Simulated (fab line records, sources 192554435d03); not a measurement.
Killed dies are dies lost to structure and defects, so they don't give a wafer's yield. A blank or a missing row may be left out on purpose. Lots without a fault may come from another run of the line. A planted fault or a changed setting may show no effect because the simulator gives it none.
Which tool did it? | flow n5_finfet | 12 lots, 36 wafers sampled, at 2 steps of a route of 1938

WHAT THE GAUGES READ, wafer by wafer
N5_BEOL_M1_OVL_MEAS_29.
lot  | measured     | on         | V0_OVL (nm)
L076 | day 6 20:33  | overlay-02 | -0.8 0.1 -1.0
L075 | day 7 12:05  | overlay-01 | -0.3 0.7 0.2
L079 | day 7 17:53  | overlay-01 | 1.0 -0.5 -0.1
L081 | day 8 03:20  | overlay-02 | -0.2 -0.2 0.0
L083 | day 8 12:58  | overlay-02 | -0.6 0.1 0.4
L085 | day 9 04:05  | overlay-01 | -1.3 -1.4 -0.6
L087 | day 9 11:38  | overlay-01 | 1.1 0.6 0.0
L089 | day 10 05:58 | overlay-01 | -1.2 -1.6 -1.1
L091 | day 10 14:08 | overlay-02 | 0.3 -0.4 -1.2
L093 | day 10 22:21 | overlay-02 | 0.9 0.2 1.0
L095 | day 11 12:10 | overlay-02 | -0.9 -0.2 -0.3
L097 | day 12 02:49 | overlay-01 | 0.3 -0.3 -0.7

WHICH TOOL RAN EACH LOT (tool, then ch and the chambers of the sampled wafers, then the start)
lot  | N5_BEOL_M1_ETCH_64
L076 | rie_diel-06 ch 0,2,3, day 6 19:38
L075 | rie_diel-06 ch 1,2,3, day 7 11:22
L079 | rie_diel-02 ch 0,1,3, day 7 17:02
L081 | rie_diel-02 ch 0,2,3, day 8 02:26
L083 | rie_diel-03 ch 0,2,3, day 8 12:08
L085 | rie_diel-02 ch 0,3, day 9 03:16
L087 | rie_diel-02 ch 1,2,3, day 9 10:56
L089 | rie_diel-03 ch 0,1,2, day 10 05:05
L091 | rie_diel-06 ch 0,2,3, day 10 13:19
L093 | rie_diel-02 ch 0,2, day 10 21:38
L095 | rie_diel-03 ch 0,1,3, day 11 11:26
L097 | rie_diel-06 ch 0,1, day 12 01:59
- N5_BEOL_M1_ETCH_64: etches SOC in N2/H2, target depth 75 nm, overetch 15 nm, time 112.5 s.

THE ANSWER, worked out from the rows above alone
Rule: what is usual is taken from the lots themselves. Put in order of their means at a reading, lots are off if they are a third of the lots or fewer, leave a main group of 4 or more, and stand apart from it by a gap of 3 or more times the standard deviation of the main group's means; of several such gaps the widest counts. A main group whose means are all the same, to the digits that the tables above print for the reading, isn't used. A lot without any number at a reading at which 4 lots or more have one is off too. The other lots that the step has rows for count as sound.
No lot is off at any reading shown: from this, nothing can be told.

WHAT THE SIMULATOR HAD PUT IN
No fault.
